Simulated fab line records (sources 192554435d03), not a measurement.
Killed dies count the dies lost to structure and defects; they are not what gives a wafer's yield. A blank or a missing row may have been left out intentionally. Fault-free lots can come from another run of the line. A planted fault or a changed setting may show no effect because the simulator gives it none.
Chamber matching	flow n5Finfet	N5_FIN_SAQP_ETCH_51 on rieDiel-02: 4 sister chambers
The step etches SiARC in CF4, target depth 45.5 nm, time 75.8 s. 4 wafers are shown with their chamber, then 7 later ones without.

== WAFERS WITH THEIR CHAMBER ==
wafer	chamber	throttleValvePct (%)
L077.5	0	15.36
L081.2	3	15.31
L082.1	2	15.70
L082.4	1	15.88

== WAFERS WHOSE CHAMBER IS MISSING ==
wafer	throttleValvePct (%)
L082.6	15.36
L089.1	15.91
L089.3	15.36
L089.4	15.73
L092.1	15.91
L092.3	15.36
L092.6	15.37

== THE CHAMBER EACH PASSED THROUGH ==
wafer	from the rows above	in truth
L082.6	0	0
L089.1	1	1
L089.3	0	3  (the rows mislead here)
L089.4	2	2
L092.1	1	1
L092.3	0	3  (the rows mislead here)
L092.6	0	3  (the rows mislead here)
4 of 7 placed correctly. Not placeable from these rows: 0. Number placed wrongly: 3.
How it was worked out, from the rows above alone: a wafer's distance from a chamber is the root of the sum, over the readings, of the square of ((its reading less the chamber's mean) divided by the reading's scatter). The wafer belongs to the nearest chamber; if the next one is less than 2 further off, it can't be placed. A chamber's mean is the mean of its shown wafers. The scatter: with one shown wafer a chamber, the root of the mean of the squares of how far each hidden wafer lies from its nearest shown one.
